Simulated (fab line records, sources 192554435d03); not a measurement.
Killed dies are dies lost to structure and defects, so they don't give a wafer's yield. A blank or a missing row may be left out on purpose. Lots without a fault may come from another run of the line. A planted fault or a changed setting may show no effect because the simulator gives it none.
Chamber matching | flow n5_finfet | N5_BEOL_M10_ETCH_66 on rie_diel-05: 4 sister chambers
The step etches SOC in N2/H2, target depth 120 nm, overetch 24 nm, time 180 s. 4 wafers are shown with their chamber, then 8 later ones without.

WAFERS WITH THEIR CHAMBER
wafer  | chamber | throttle_valve_pct (%)
L076.5 | 3       | 18.20
L084.4 | 0       | 17.94
L088.5 | 1       | 17.29
L091.1 | 2       | 17.65

WAFERS WITHOUT THEIR CHAMBER
wafer  | throttle_valve_pct (%)
L091.5 | 18.28
L091.6 | 17.66
L093.2 | 17.65
L093.4 | 17.30
L093.6 | 18.28
L095.1 | 17.32
L095.4 | 17.96
L095.6 | 18.27

WHICH CHAMBER EACH WENT THROUGH
wafer  | from the rows above | in truth
L091.5 | 3                   | 3
L091.6 | 2                   | 2
L093.2 | 2                   | 2
L093.4 | 1                   | 1
L093.6 | 3                   | 3
L095.1 | 1                   | 1
L095.4 | 0                   | 0
L095.6 | 3                   | 3
Placed correctly: 8 of 8. Can't be placed from these rows: 0. Placed wrongly: 0.
How it was worked out, from the rows above alone: a wafer's distance from a chamber is the root of the sum, over the readings, of the square of ((its reading less the chamber's mean) divided by the reading's scatter). The wafer belongs to the nearest chamber; if the next one is less than 2 further off, it can't be placed. A chamber's mean is the mean of its shown wafers. The scatter: with one shown wafer a chamber, the root of the mean of the squares of how far each hidden wafer lies from its nearest shown one.
